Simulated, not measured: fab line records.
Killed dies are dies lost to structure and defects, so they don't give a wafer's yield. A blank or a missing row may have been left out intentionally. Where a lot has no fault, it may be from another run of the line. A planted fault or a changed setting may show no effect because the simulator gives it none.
Matching of chambers ; flow n5 finfet ; 4 sister chambers for N5_STI_FIN_REVEAL_ALD_00 on ald sin-02
The step deposits SiO2, target thk 1 nm, pulse time 1 s. 18 wafers are shown with their chamber, then 9 later ones without.

== WAFERS PAIRED WITH THEIR CHAMBERS ==
wafer;chamber;heater power w (W);precursor pulse height rel
L079.2;0;454;0.976
L079.4;3;416;1.009
L079.6;2;507;1.009
L080.2;0;458;1.002
L080.4;2;507;0.960
L080.5;3;416;0.971
L082.1;1;492;0.987
L082.4;0;456;1.011
L082.5;2;503;1.026
L085.3;1;490;0.999
L085.4;0;459;0.981
L085.5;0;455;0.986
L086.3;3;424;1.029
L086.4;0;457;1.006
L086.6;0;456;0.986
L087.1;1;494;0.990
L087.4;2;493;0.978
L087.6;2;501;0.961

SIGNATURES (means of the wafers above)
reading;chamber 0;chamber 1;chamber 2;chamber 3;scatter within a chamber
heater power w;456.43;492.00;502.20;418.67;3.79
precursor pulse height rel;0.99257;0.99200;0.98680;1.00300;0.0214
Rule: for a wafer and a chamber, the distance is found by dividing, reading by reading, the gap between the wafer's reading and the chamber's mean by the reading's scatter, squaring, summing and taking the root. The wafer belongs to the nearest chamber; if the next one is less than 2 further off, it can't be placed. The scatter is the square root of a quotient: the sum, over the shown wafers, of each reading's squared deviation from its chamber's mean, divided by wafers minus chambers.

== WAFERS WHOSE CHAMBER IS MISSING ==
wafer;heater power w (W);precursor pulse height rel
L088.1;462;0.981
L088.4;436;0.991
L088.5;499;1.021
L095.1;454;0.974
L095.3;499;0.988
L095.6;465;1.027
L097.1;502;0.982
L097.2;465;1.001
L097.3;431;0.996

== CHAMBER TAKEN BY EACH ==
wafer;from the rows above;in truth
L088.1;0;0
L088.4;can't be placed: 3 or 0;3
L088.5;can't be placed: 2 or 1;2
L095.1;0;0
L095.3;can't be placed: 2 or 1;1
L095.6;0;0
L097.1;2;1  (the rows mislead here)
L097.2;0;0
L097.3;3;3
5 of 9 placed correctly. From these rows, 3 cannot be placed; in 3 the true chamber is one of the candidates. 1 placed wrongly.
